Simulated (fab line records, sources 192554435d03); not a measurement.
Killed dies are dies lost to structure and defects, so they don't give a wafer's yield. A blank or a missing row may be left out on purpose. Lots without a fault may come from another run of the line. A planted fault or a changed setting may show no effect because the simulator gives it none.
fab line records | flow n5_finfet
record lots=9 wafers=26 last_day=17
route steps=1938 shown FIN_CUT@175 STI_FIN_REVEAL@189 DUMMY_GATE@219 BEOL_M4@1111 PASSIVATION@1936
lots that met no fault: from a run of the same line without faults
start_h: hours from the record's first day to the start of the lot's first wafer shown | wait_h: hours since the lot's step before | " the same as in the row above | L1.1+2: a row that stands for several wafers | - no value, or no start given | * or withheld: withheld | < > ~ a bound
route shown NAME@n: a module of which the file shows steps, and the number in the route of the first | usual: mean/standard deviation of fault-free wafers | same: alike in all rows | chamber/n: place in a boat | sites: the reading at each site | _std_site: their standard deviation | _edge_site: outer sites' mean less inner sites' | radius_mm: how far each site lies from the wafer's centre | mask NAME#n: copy n | behind: the tool/chamber that last shaped the wafer | hold: why the lot was held/for how many hours/how that ended | device: the transistor (n, p or np) that didn't switch | end of line: the same wafers' tests at the end of the route | a step without rows: its recipe alone | killed: dies lost to structure and defects at the first sort, not the wafer's yield | map: a wafer's dies, x killed, . not, _ none there
set.NAME: the setting as run; set.NAME@STEP: as run at that earlier step | model.NAME: the simulator's own value behind a step, which no gauge read
steps of the route over a sample of lots; a table a step, a row a wafer
services: from which hour (start_h, from the record's first day; less than 0 if before it) a tool's chamber was out of use, for how many hours, and why
## steps
# step N5_FIN_CUT_PRECLEAN_35
# recipe time_s=13.3 temp_c=45 pressure_torr=125 p_hf_torr=3 p_coreactant_torr=25 chemistry=vHF
# usual drypump_motor_current_A=5.7/0.53
# same time_s=13.3
# columns lot.wafer tool chamber start_h wait_h drypump_motor_current_A
L739.3 vapor_etch-01 1 39.72 0.1 5.0
L739.4 " 0 " " 5.9
L739.6 " 1 " " 5.0
L740.2 vapor_etch-01 0 45.85 0.1 5.9
L740.5 " 0 " " 5.9
L748.2 vapor_etch-01 0 94.33 0.0 5.9
L748.4 " 0 " " 5.9
L748.5 " 0 " " 6.0
L751.1 vapor_etch-02 0 112.10 0.0 5.8
L751.3 " 1 " " 6.5
L751.5 " 0 " " 5.8
L754.1 vapor_etch-01 0 129.74 0.0 6.0
L754.2 " 1 " " 5.0
L754.6 " 1 " " 5.0
L755.1 vapor_etch-01 0 137.27 0.0 5.9
L755.3 " 0 " " 5.9
L755.4 " 1 " " 5.0
L756.2 vapor_etch-01 0 142.81 0.0 5.9
L756.4 " 0 " " 5.9
L756.5 " 0 " " 5.9
L759.2 vapor_etch-01 1 161.24 0.3 5.0
L759.4 " 1 " " 5.0
L759.5 " 1 " " 5.0
L760.1 vapor_etch-02 1 165.81 0.0 6.5
L760.3 " 1 " " 6.5
L760.5 " 1 " " 6.5
# step N5_STI_FIN_REVEAL_DENSIFY_30
# recipe temp_c=* time_s=* ambient=N2 idle_temp_c=600 ramp_up_c_per_s=150 ramp_down_c_per_s=60 cool_to_c=600
# usual lamp_power_pct=11.54/0.049 lamp_zone_3_pct=11.532/0.02 wafer_temp_C_max=*
# same time_s=*
# columns lot.wafer tool chamber start_h wait_h lamp_power_pct lamp_zone_3_pct wafer_temp_C_max
L739.3 rtp_anneal-01 0 51.51 0.1 11.56 11.510 *
L739.4 " 0 " " 11.55 11.544 *
L739.6 " 0 " " 11.52 11.529 *
L740.2 rtp_anneal-01 0 52.47 0.1 11.55 11.542 *
L740.5 " 0 " " 11.57 11.531 *
L748.2 rtp_anneal-02 0 101.27 0.1 11.49 11.539 *
L748.4 " 0 " " 11.50 11.546 *
L748.5 " 0 " " 11.63 11.571 *
L751.1 rtp_anneal-02 0 119.03 0.0 11.55 11.535 *
L751.3 " 0 " " 11.51 11.533 *
L751.5 " 0 " " 11.55 11.550 *
L754.1 rtp_anneal-02 0 136.53 0.0 11.52 11.507 *
L754.2 " 0 " " 11.51 11.554 *
L754.6 " 0 " " 11.51 11.547 *
L755.1 rtp_anneal-01 0 143.10 0.0 11.51 11.531 *
L755.3 " 0 " " 11.59 11.529 *
L755.4 " 0 " " 11.63 11.505 *
L756.2 rtp_anneal-02 0 150.98 0.1 11.55 11.565 *
L756.4 " 0 " " 11.55 11.518 *
L756.5 " 0 " " 11.44 11.542 *
L759.2 rtp_anneal-01 0 167.18 0.1 11.59 11.520 *
L759.4 " 0 " " 11.53 11.524 *
L759.5 " 0 " " 11.41 11.563 *
L760.1 rtp_anneal-02 0 171.62 0.0 11.59 11.539 *
L760.3 " 0 " " 11.55 11.533 *
L760.5 " 0 " " 11.57 11.569 *
# step N5_STI_FIN_REVEAL_ETCHBACK_08
# recipe chemistry=C4F6/O2 target=SiO2 target_depth_a=305 time_s=10.167 ion_energy_ev=250 pressure_mtorr=30 source_w=345 bias_w=185 Ar_flow_sccm=300 C4F6_flow_sccm=10 O2_flow_sccm=10
# usual drypump_motor_current_A=5.7/0.48 oes_product_au=0.80/0.063 rf_vpp_V=662/15 showerhead_plenum_p_Torr=2.91/0.051 throttle_valve_pct=21.21/0.27
# same time_s=10.167
# columns lot.wafer tool chamber start_h wait_h drypump_motor_current_A oes_product_au rf_hours_counter_h rf_vpp_V showerhead_plenum_p_Torr throttle_valve_pct
L739.3 rie_diel-05 0 51.67 0.1 5.5 0.83 73 675 2.90 21.46
L739.4 " 3 " " 5.4 0.87 46 657 3.00 20.87
L739.6 " 3 " " 5.5 0.88 - 658 3.00 20.85
L740.2 rie_diel-05 2 52.65 0.2 4.9 0.77 143 680 2.95 20.77
L740.5 " 2 " " 4.9 0.77 - 679 2.95 20.77
L748.2 rie_diel-02 2 101.47 0.2 5.1 0.73 167 651 2.86 21.70
L748.4 " 0 " " 6.5 0.90 34 658 3.00 21.09
L748.5 " 2 " " 5.1 0.73 - 650 2.86 21.69
L751.1 rie_diel-02 1 119.24 0.2 6.3 0.71 209 660 2.83 20.97
L751.3 " 0 " " 6.6 0.88 40 658 2.99 21.09
L751.5 " 2 " " 5.1 0.73 - 651 2.86 21.71
L754.1 rie_diel-02 2 136.75 0.2 5.1 0.66 179 652 2.86 21.64
L754.2 " 1 " " 6.3 0.64 213 658 2.82 20.94
L754.6 " 3 " " 5.9 0.69 - 632 2.86 21.39
L755.1 rie_diel-05 3 143.31 0.2 5.5 0.84 76 656 2.99 20.92
L755.3 " 2 " " 4.9 0.74 173 679 2.94 20.83
L755.4 " 0 " " 5.5 0.80 104 676 2.88 21.50
L756.2 rie_diel-02 3 151.32 0.3 5.9 0.70 114 634 2.86 21.41
L756.4 " 2 " " 5.1 0.66 183 649 2.86 21.66
L756.5 " 1 " " 6.3 0.64 - 657 2.82 20.93
L759.2 rie_diel-06 3 167.90 0.7 5.7 0.83 87 674 2.90 21.44
L759.4 " 2 " " 5.5 0.78 112 645 2.87 21.09
L759.5 " 3 " " 5.7 0.84 - 673 2.90 21.45
L760.1 rie_diel-05 2 171.97 0.3 4.9 0.74 182 680 2.94 20.84
L760.3 " 0 " " 5.5 0.78 117 674 2.88 21.52
L760.5 " 3 " " 5.5 0.82 - 656 2.98 20.94
# step N5_STI_FIN_REVEAL_FIN_H_MEAS_10
# usual trench_depth_nm=52.2/0.64
# columns lot.wafer tool chamber start_h wait_h trench_depth_nm
L739.3 ocd-02 - 54.62 0.0 52.8
L739.4 " - " " 52.3
L739.6 " - " " 51.5
L740.2 ocd-01 - 55.93 0.0 52.7
L740.5 " - " " 52.5
L748.2 ocd-01 - 104.44 0.0 51.5
L748.4 " - " " 52.6
L748.5 " - " " 51.6
L751.1 ocd-02 - 122.77 0.0 52.5
L751.3 " - " " 52.4
L751.5 " - " " 51.9
L754.1 ocd-02 - 139.70 0.0 46.8
L754.2 " - " " 46.7
L754.6 " - " " 47.3
L755.1 ocd-02 - 146.26 0.0 52.0
L755.3 " - " " 51.1
L755.4 " - " " 52.8
L756.2 ocd-01 - 154.28 0.0 47.6
L756.4 " - " " 47.6
L756.5 " - " " 47.7
L759.2 ocd-02 - 170.86 0.0 52.4
L759.4 " - " " 52.2
L759.5 " - " " 52.5
L760.1 ocd-01 - 174.93 0.0 52.1
L760.3 " - " " 52.1
L760.5 " - " " 52.3
# step N5_DUMMY_GATE_THK_MEAS_05
# usual thk_nm=72.2/1.2
# columns lot.wafer tool chamber start_h wait_h thk_nm
L739.3 film_metro-01 - 59.45 0.1 71.9
L739.4 " - " " 73.2
L739.6 " - " " 72.0
L740.2 film_metro-02 - 63.10 0.2 72.2
L740.5 " - " " 71.2
L748.2 film_metro-01 - 108.71 0.2 72.6
L748.4 " - " " 72.6
L748.5 " - " " 73.4
L751.1 film_metro-02 - 127.03 0.2 71.8
L751.3 " - " " 71.7
L751.5 " - " " 72.9
L754.1 film_metro-02 - 145.79 0.1 72.2
L754.2 " - " " 72.2
L754.6 " - " " 72.7
L755.1 film_metro-02 - 152.36 0.1 71.2
L755.3 " - " " 70.6
L755.4 " - " " 71.0
L756.2 film_metro-01 - 159.70 0.1 72.6
L756.4 " - " " 74.9
L756.5 " - " " 74.7
L759.2 film_metro-02 - 175.63 0.1 72.3
L759.4 " - " " 72.0
L759.5 " - " " 73.9
L760.1 film_metro-02 - 179.19 0.1 72.6
L760.3 " - " " 71.0
L760.5 " - " " 71.2
# step N5_BEOL_M4_RC_MEAS_101
# usual DIBL_N=35.9/1.6 DIBL_P=35.6/2.1 IOFF_N=0.149/0.029 IOFF_N_85C=2.9/0.47 IOFF_P=0.20/0.033 IOFF_P_85C=3.5/0.49 ION_N=671/11 ION_P=460/7.3 SS_N=71.4/0.62 SS_P=73.2/0.65 VT_N=251/3.1 VT_P=-251/3.4
# columns lot.wafer tool chamber start_h wait_h DIBL_N[mV/V] DIBL_P[mV/V] IOFF_N[nA/um] IOFF_N_85C[nA/um] IOFF_P[nA/um] IOFF_P_85C[nA/um] ION_N[uA/um] ION_P[uA/um] SS_N[mV/dec] SS_P[mV/dec] VT_N[mV] VT_P[mV]
L739.3 prober-01 0 180.00 0.3 34.8 36.8 0.153 3.0 0.19 3.3 687 462 71.7 73.5 252 -255
L739.4 " 0 " " 35.9 38.6 0.169 3.2 0.20 3.5 676 455 72.1 73.4 252 -253
L739.6 " 0 " " 33.8 35.6 0.124 2.5 0.17 3.0 654 454 71.4 72.9 260 -256
L740.2 prober-02 0 182.65 0.2 35.5 36.8 0.138 2.7 0.18 3.2 668 454 71.2 73.5 251 -256
L740.5 " 0 " " 34.7 35.0 0.136 2.7 0.16 2.9 668 452 71.5 72.3 253 -256
L748.2 prober-01 0 236.49 0.2 37.3 35.7 0.166 3.2 0.25 4.1 657 460 72.1 73.9 250 -248
L748.4 " 0 " " 34.3 32.8 0.124 2.5 0.20 3.4 670 469 70.5 72.4 252 -249
L748.5 " 0 " " 36.1 35.5 0.151 3.0 0.24 4.0 660 459 71.3 73.4 250 -249
L751.1 prober-02 0 254.23 0.0 34.7 34.8 0.127 2.6 0.18 3.3 663 454 71.2 73.1 253 -252
L751.3 " 0 " " 35.5 36.1 0.143 2.9 0.19 3.4 675 457 71.6 72.4 252 -251
L751.5 " 0 " " 37.9 38.3 0.178 3.5 0.23 4.0 670 457 72.4 74.4 251 -249
L754.1 prober-02 0 273.80 0.0 43.4 42.4 0.386 6.6 0.46 6.9 620 427 78.7 78.1 250 -250
L754.2 " 0 " " 49.5 40.3 1.015 14.9 0.41 6.3 614 420 90.3 78.3 253 -256
L754.6 " 0 " " 49.8 39.9 1.063 15.4 0.37 5.8 619 428 90.9 77.6 253 -253
L755.1 prober-02 0 277.04 0.0 35.2 34.7 0.118 2.4 0.16 3.0 661 454 71.2 73.4 254 -257
L755.3 " 0 " " 36.1 35.8 0.131 2.7 0.18 3.2 667 457 71.2 73.6 255 -252
L755.4 " 0 " " 35.1 34.6 0.127 2.6 0.16 3.0 680 464 70.7 73.3 251 -255
L756.2 prober-02 0 281.01 0.2 41.1 38.1 0.306 5.3 0.32 5.1 619 427 76.9 76.0 253 -249
L756.4 " 0 " " 42.1 36.6 0.420 7.0 0.30 4.9 609 424 80.8 75.5 254 -251
L756.5 " 0 " " 43.3 39.1 0.474 7.6 0.40 6.2 612 424 81.3 77.4 253 -249
L759.2 prober-02 0 300.61 0.2 36.8 35.2 0.157 3.1 0.21 3.5 681 468 70.7 73.0 253 -250
L759.4 " 0 " " 38.7 38.1 0.199 3.8 0.26 4.4 683 467 71.9 73.8 245 -244
L759.5 " 0 " " 39.1 38.4 0.213 4.0 0.27 4.4 697 475 72.5 74.2 244 -248
L760.1 prober-02 0 303.75 0.0 34.6 34.7 0.133 2.7 0.19 3.4 665 458 71.8 72.8 251 -251
L760.3 " 0 " " 34.9 33.6 0.135 2.7 0.16 3.0 679 461 71.3 72.4 252 -253
L760.5 " 0 " " 35.7 34.8 0.154 3.0 0.19 3.4 681 459 71.5 73.6 250 -249
# step N5_PASSIVATION_PROBE_49
# usual defect_limited_yield=90.9/1.5 killed_at_M0_to_M3=36/9.9 killed_at_M4_up=13/4.5 killed_at_contacts=13/6.4 killed_at_front_end=42/12 killed_at_other=3.4/3 killed_dies=107/18 killed_open=69/13 killed_short=35/8.2 sort_bin_4_leakage=0/0 sort_bin_5_function=5.3/1.1 sort_bin_6_memory=3.4/0.69 sort_bin_8_speed=0.00/0.0071 sort_n_pass=1073/18 sort_yield_pct=90.9/1.5
# same gross_dies=1180 killed_at_back_side=0
# columns lot.wafer tool chamber start_h wait_h defect_limited_yield[%] killed_at_M0_to_M3 killed_at_M4_up killed_at_contacts killed_at_front_end killed_at_other killed_dies killed_open killed_short sort_bin_4_leakage[%] sort_bin_5_function[%] sort_bin_6_memory[%] sort_bin_8_speed[%] sort_n_pass sort_yield_pct[%]
L739.3 prober-01 - 275.61 0.1 89.8 50 13 6 46 5 120 67 52 0 6.4 3.4 0 1060 89.8
L739.4 prober-01 - 275.66 0.2 90.4 34 12 15 41 11 113 63 50 0 5.9 3.3 0 1067 90.4
L739.6 prober-01 - 275.76 0.3 89.2 46 13 12 53 3 127 66 53 0 4.6 5.1 0 1053 89.2
L740.2 prober-01 - 284.88 0.1 91.6 32 9 17 38 3 99 70 27 0 5.4 2.6 0 1081 91.6
L740.5 prober-01 - 285.03 0.2 90.9 32 13 27 33 2 107 68 37 0 4.8 3.9 0 1073 90.9
L748.2 prober-01 - 333.62 0.1 92.1 34 17 9 32 1 93 52 34 0 4.2 3.1 0 1087 92.1
L748.4 prober-01 - 333.72 0.2 92.5 43 10 4 29 2 88 58 30 0 4.2 3.1 0 1092 92.5
L748.5 prober-01 - 333.77 0.2 91.8 27 3 11 53 3 97 57 39 0 4.4 3.6 0 1083 91.8
L751.1 prober-01 - 352.08 0.0 92.8 29 10 5 41 0 85 51 33 0 4.2 2.5 0 1095 92.8
L751.3 prober-01 - 352.18 0.1 90.0 52 13 3 44 6 118 70 40 0 5.1 4.2 0 1062 90.0
L751.5 prober-01 - 352.28 0.2 91.9 34 10 5 43 3 95 52 34 0 5.0 2.3 0 1085 91.9
L755.1 prober-01 - 376.51 1.1 92.1 45 13 9 25 1 93 70 23 0 4.5 3.2 0 1087 92.1
L755.3 prober-01 - 376.61 1.2 89.2 48 8 17 53 2 128 67 58 0 6.3 4.1 0 1052 89.2
L755.4 prober-01 - 376.66 1.2 90.8 36 12 6 53 2 109 67 37 0 6.1 3.1 0 1071 90.8
L756.2 prober-01 - 376.86 0.8 91.1 31 10 15 46 3 105 73 28 0.51 4.8 3.8 72.03 219 18.6
L756.4 prober-01 - 376.96 0.9 90.8 31 14 6 53 4 108 66 41 18.47 4.9 3.6 70.42 23 1.9
L756.5 prober-01 - 377.01 1.0 87.7 40 14 18 72 1 145 102 41 34.49 7.8 4.0 48.39 57 4.8
L754.1 prober-01 - 382.15 0.0 92.2 15 11 18 46 2 92 62 30 21.86 4.3 3.3 33.31 437 37.0
L754.2 prober-01 - 382.20 0.1 92.5 27 14 12 34 2 89 57 28 92.46 4.2 3.0 0 0 0
L754.6 prober-01 - 382.40 0.3 92.5 24 10 19 31 5 89 57 28 92.46 4.3 2.9 0 0 0
L759.2 prober-02 - 394.99 0.1 91.9 29 9 22 35 1 96 62 31 0 4.6 3.2 0 1084 91.9
L759.4 prober-02 - 395.09 0.2 89.5 48 9 16 45 6 124 84 39 0 6.2 4.1 0 1056 89.5
L759.5 prober-02 - 395.14 0.2 91.4 36 6 26 31 3 102 68 31 0 5.3 3.1 0 1078 91.4
L760.1 prober-02 - 407.23 0.0 89.2 38 12 23 47 7 127 84 40 0 6.9 3.7 0 1053 89.2
L760.3 prober-02 - 407.33 0.1 89.5 44 11 19 47 3 124 88 31 0 5.9 4.3 0 1056 89.5
L760.5 prober-02 - 407.43 0.2 91.3 36 19 13 34 1 103 71 28 0 4.8 3.8 0 1077 91.3
# killed by level:class
L739.3 BEOL_M0_SAQP:geometric_particle:short=17 FIN_SAQP:geometric_particle:short=12 BEOL_M0_SAQP:geometric_particle:open=12 BEOL_M2:geometric_particle:open=9 FIN_SAQP:geometric_particle:open=8 DUMMY_GATE:geometric_particle:open=5 MOL_CONTACT_COAG:geometric_particle:open=5 ILD0:geometric_particle:short=4
L739.4 MOL_CONTACT_COAG:geometric_particle:open=12 BEOL_M0_SAQP:geometric_particle:open=9 BEOL_M0_SAQP:geometric_particle:short=8 FIN_SAQP:geometric_particle:short=7 FIN_SAQP:geometric_particle:open=6 BEOL_M4:geometric_particle:open=6 STI_FIN_REVEAL:geometric_particle:open=5 GATE_CUT:geometric_particle:short=5
L739.6 BEOL_M0_SAQP:geometric_particle:open=14 BEOL_M0_SAQP:geometric_particle:short=12 FIN_SAQP:geometric_particle:short=10 MOL_CONTACT_COAG:geometric_particle:open=10 FIN_SAQP:geometric_particle:open=9 HKMG_FIN:area_etch=8 GATE_CUT:geometric_particle:short=6 BEOL_M4:geometric_particle:short=5
L740.2 MOL_CONTACT_COAG:geometric_particle:open=15 STI_FIN_REVEAL:geometric_particle:open=10 BEOL_M1:geometric_particle:short=9 BEOL_M2:geometric_particle:open=9 DUMMY_GATE:geometric_particle:open=6 FIN_SAQP:geometric_particle:open=5 BEOL_M0_SAQP:geometric_particle:open=5 BEOL_M3:geometric_particle:open=5
L740.5 MOL_CONTACT_COAG:geometric_particle:open=20 BEOL_M2:geometric_particle:open=8 DUMMY_GATE:geometric_particle:open=8 MOL_CONTACT_COAG:geometric_particle:short=6 BEOL_M4:geometric_particle:open=6 GATE_CUT:geometric_particle:short=5 ILD0:geometric_particle:short=4 BEOL_M0_SAQP:geometric_particle:short=4
L748.2 BEOL_M0_SAQP:geometric_particle:short=12 BEOL_M1:geometric_particle:open=11 MOL_CONTACT_COAG:geometric_particle:open=8 DUMMY_GATE:geometric_particle:open=6 FIN_SAQP:geometric_particle:open=4 STI_FIN_REVEAL:geometric_particle:open=4 DUMMY_GATE:geometric_particle:short=4 BEOL_M0_SAQP:geometric_particle:open=4
L748.4 BEOL_M1:geometric_particle:open=11 FIN_SAQP:geometric_particle:open=10 FIN_SAQP:geometric_particle:short=9 BEOL_M0_SAQP:geometric_particle:short=9 BEOL_M2:geometric_particle:open=7 BEOL_M0_SAQP:geometric_particle:open=6 BEOL_M3:geometric_particle:open=6 DUMMY_GATE:geometric_particle:open=4
L748.5 FIN_SAQP:geometric_particle:short=12 STI_FIN_REVEAL:geometric_particle:open=11 DUMMY_GATE:geometric_particle:open=9 BEOL_M0_SAQP:geometric_particle:open=9 MOL_CONTACT_COAG:geometric_particle:open=8 BEOL_M0_SAQP:geometric_particle:short=8 BEOL_M1:geometric_particle:open=6 FIN_SAQP:geometric_particle:open=4
L751.1 STI_FIN_REVEAL:geometric_particle:open=8 BEOL_M0_SAQP:geometric_particle:open=8 BEOL_M0_SAQP:geometric_particle:short=8 GATE_CUT:geometric_particle:short=7 STARTING-WAFER:geometric_particle:open=7 BEOL_M2:geometric_particle:open=6 MOL_CONTACT_COAG:geometric_particle:open=4 BEOL_M1:geometric_particle:open=4
L751.3 BEOL_M0_SAQP:geometric_particle:short=17 BEOL_M0_SAQP:geometric_particle:open=13 BEOL_M2:geometric_particle:open=12 FIN_SAQP:geometric_particle:open=9 STI_FIN_REVEAL:geometric_particle:open=8 DUMMY_GATE:geometric_particle:open=6 BEOL_M4:geometric_particle:open=5 FIN_SAQP:geometric_particle:short=4
L751.5 FIN_SAQP:geometric_particle:short=8 BEOL_M0_SAQP:geometric_particle:short=8 STI_FIN_REVEAL:geometric_particle:open=7 BEOL_M2:geometric_particle:open=7 HKMG_FIN:area_etch=7 FIN_SAQP:geometric_particle:open=5 DUMMY_GATE:geometric_particle:open=5 GATE_CUT:geometric_particle:short=4
L755.1 BEOL_M0_SAQP:geometric_particle:open=11 BEOL_M1:geometric_particle:open=9 MOL_CONTACT_COAG:geometric_particle:open=8 BEOL_M3:geometric_particle:open=7 BEOL_M4:geometric_particle:open=7 GATE_CUT:geometric_particle:open=6 BEOL_M2:geometric_particle:open=6 GATE_CUT:geometric_particle:short=5
L755.3 FIN_SAQP:geometric_particle:short=18 BEOL_M1:geometric_particle:open=14 MOL_CONTACT_COAG:geometric_particle:short=11 BEOL_M0_SAQP:geometric_particle:open=10 GATE_CUT:geometric_particle:short=7 MOL_CONTACT_COAG:geometric_particle:open=6 BEOL_M3:geometric_particle:open=6 FIN_SAQP:geometric_particle:open=5
L755.4 STI_FIN_REVEAL:geometric_particle:open=12 FIN_SAQP:geometric_particle:open=9 BEOL_M2:geometric_particle:open=9 BEOL_M1:geometric_particle:open=7 FIN_SAQP:geometric_particle:short=6 STI_FIN_REVEAL:geometric_particle:short=5 MOL_CONTACT_COAG:geometric_particle:open=5 ILD0:geometric_particle:short=4
L756.2 BEOL_M1:geometric_particle:open=15 FIN_SAQP:geometric_particle:open=14 MOL_CONTACT_COAG:geometric_particle:open=11 FIN_SAQP:geometric_particle:short=8 STI_FIN_REVEAL:geometric_particle:open=8 GATE_CUT:geometric_particle:short=6 BEOL_M2:geometric_particle:open=6 BEOL_M4:geometric_particle:open=6
L756.4 FIN_SAQP:geometric_particle:short=13 FIN_SAQP:geometric_particle:open=9 STI_FIN_REVEAL:geometric_particle:open=9 BEOL_M4:geometric_particle:open=9 BEOL_M1:geometric_particle:open=7 GATE_CUT:geometric_particle:short=6 MOL_CONTACT_COAG:geometric_particle:open=6 DUMMY_GATE:geometric_particle:open=5
L756.5 STI_FIN_REVEAL:geometric_particle:open=24 FIN_SAQP:geometric_particle:short=14 FIN_SAQP:geometric_particle:open=13 MOL_CONTACT_COAG:geometric_particle:open=13 BEOL_M3:geometric_particle:open=10 BEOL_M1:geometric_particle:open=9 GATE_CUT:geometric_particle:open=7 BEOL_M4:geometric_particle:open=6
L754.1 FIN_SAQP:geometric_particle:open=15 MOL_CONTACT_COAG:geometric_particle:open=13 FIN_SAQP:geometric_particle:short=10 BEOL_M4:geometric_particle:open=8 STI_FIN_REVEAL:geometric_particle:open=6 MOL_CONTACT_COAG:geometric_particle:short=5 GATE_CUT:geometric_particle:open=4 BEOL_M0_SAQP:geometric_particle:open=4
L754.2 MOL_CONTACT_COAG:geometric_particle:open=9 FIN_SAQP:geometric_particle:short=7 BEOL_M1:geometric_particle:open=7 FIN_SAQP:geometric_particle:open=6 STI_FIN_REVEAL:geometric_particle:open=6 BEOL_M0_SAQP:geometric_particle:short=6 BEOL_M0_SAQP:geometric_particle:open=5 BEOL_M3:geometric_particle:open=5
L754.6 MOL_CONTACT_COAG:geometric_particle:open=13 FIN_SAQP:geometric_particle:open=6 STI_FIN_REVEAL:geometric_particle:open=6 MOL_CONTACT_COAG:geometric_particle:short=6 BEOL_M4:geometric_particle:open=6 BEOL_M0_SAQP:geometric_particle:short=5 GATE_CUT:geometric_particle:open=4 BEOL_M1:geometric_particle:open=4
L759.2 MOL_CONTACT_COAG:geometric_particle:open=15 FIN_SAQP:geometric_particle:open=9 FIN_SAQP:geometric_particle:short=9 BEOL_M1:geometric_particle:open=9 DUMMY_GATE:geometric_particle:open=8 MOL_CONTACT_COAG:geometric_particle:short=7 BEOL_M3:geometric_particle:open=5 BEOL_M0_SAQP:geometric_particle:short=4
L759.4 BEOL_M3:geometric_particle:open=20 FIN_SAQP:geometric_particle:open=16 MOL_CONTACT_COAG:geometric_particle:open=13 FIN_SAQP:geometric_particle:short=10 BEOL_M0_SAQP:geometric_particle:open=7 BEOL_M0_SAQP:geometric_particle:short=6 BEOL_M2:geometric_particle:open=5 ILD0:geometric_particle:short=4
L759.5 MOL_CONTACT_COAG:geometric_particle:open=23 BEOL_M0_SAQP:geometric_particle:open=11 BEOL_M2:geometric_particle:open=7 GATE_CUT:geometric_particle:short=6 FIN_SAQP:geometric_particle:short=4 FIN_SAQP:geometric_particle:open=4 STARTING-WAFER:geometric_particle:open=4 STARTING-WAFER:geometric_particle:short=4
L760.1 MOL_CONTACT_COAG:geometric_particle:open=18 FIN_SAQP:geometric_particle:open=14 BEOL_M3:geometric_particle:open=13 FIN_SAQP:geometric_particle:short=12 STI_FIN_REVEAL:geometric_particle:open=6 BEOL_M0_SAQP:geometric_particle:short=6 BEOL_M1:geometric_particle:open=6 DUMMY_GATE:geometric_particle:open=5
L760.3 MOL_CONTACT_COAG:geometric_particle:open=16 STI_FIN_REVEAL:geometric_particle:open=12 BEOL_M0_SAQP:geometric_particle:open=9 BEOL_M0:geometric_particle:open=9 BEOL_M3:geometric_particle:open=8 FIN_SAQP:geometric_particle:open=7 FIN_SAQP:geometric_particle:short=7 DUMMY_GATE:geometric_particle:open=6
L760.5 BEOL_M1:geometric_particle:open=12 STI_FIN_REVEAL:geometric_particle:open=10 MOL_CONTACT_COAG:geometric_particle:open=10 BEOL_M4:geometric_particle:open=8 BEOL_M0_SAQP:geometric_particle:open=6 BEOL_M3:geometric_particle:open=5 BEOL_M2:geometric_particle:open=5 STI_FIN_REVEAL:geometric_particle:short=4
## services
# columns tool chamber start_h hours kind
rie_diel-02 - 41.23 0.6 repair
rie_diel-02 0 64.99 3.1 repair
vapor_etch-02 - 77.81 1.0 repair
rie_diel-06 3 91.74 2.4 repair
vapor_etch-02 - 103.18 2.8 pm
vapor_etch-01 - 119.15 0.4 repair
rie_diel-02 - 156.72 16.8 repair
rie_diel-06 1 161.09 4.9 repair
rie_diel-05 2 164.28 5.6 repair
## key
first_sign step=N5_STI_FIN_REVEAL_ETCHBACK_08 reading=oes_product_au direction=down sigmas=2.1 usual=0.80 struck=0.67
effect step=N5_STI_FIN_REVEAL_FIN_H_MEAS_10 reading=trench_depth_nm direction=down sigmas=7.7 usual=52.2 struck=47.3
effect step=N5_BEOL_M4_RC_MEAS_101 reading=SS_N direction=up sigmas=19 usual=71.4 struck=83.2
effect step=N5_BEOL_M4_RC_MEAS_101 reading=IOFF_N direction=up sigmas=16 usual=0.149 struck=0.610
effect step=N5_BEOL_M4_RC_MEAS_101 reading=IOFF_N_85C direction=up sigmas=14 usual=2.9 struck=9.5
effect step=N5_BEOL_M4_RC_MEAS_101 reading=SS_P direction=up sigmas=6 usual=73.2 struck=77.1
effect step=N5_BEOL_M4_RC_MEAS_101 reading=DIBL_N direction=up sigmas=5.6 usual=35.9 struck=44.9
effect step=N5_BEOL_M4_RC_MEAS_101 reading=IOFF_P direction=up sigmas=5.3 usual=0.20 struck=0.38
effect step=N5_BEOL_M4_RC_MEAS_101 reading=ION_N direction=down sigmas=5 usual=671 struck=616
effect step=N5_BEOL_M4_RC_MEAS_101 reading=IOFF_P_85C direction=up sigmas=4.9 usual=3.5 struck=5.9
effect step=N5_BEOL_M4_RC_MEAS_101 reading=ION_P direction=down sigmas=4.8 usual=460 struck=425
effect step=N5_BEOL_M4_RC_MEAS_101 reading=DIBL_P direction=up sigmas=1.8 usual=35.6 struck=39.4 wafers_moved=4
effect step=N5_PASSIVATION_PROBE_49 reading=sort_bin_4_leakage direction=up sigmas=99+ usual=0 struck=43.38
met_at N5_STI_FIN_REVEAL_ETCHBACK_08
struck_lots L754,L756
not_acting_at N5_FIN_CUT_PRECLEAN_35,N5_STI_FIN_REVEAL_DENSIFY_30,N5_DUMMY_GATE_THK_MEAS_05
onset_between 119.24 136.75
fault kind=process_parameter_drift tool=rie_diel-02 chamber=- onset_h=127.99 steps=N5_STI_FIN_REVEAL_ETCHBACK_08 channel=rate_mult offset=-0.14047 shape=step end_h=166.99
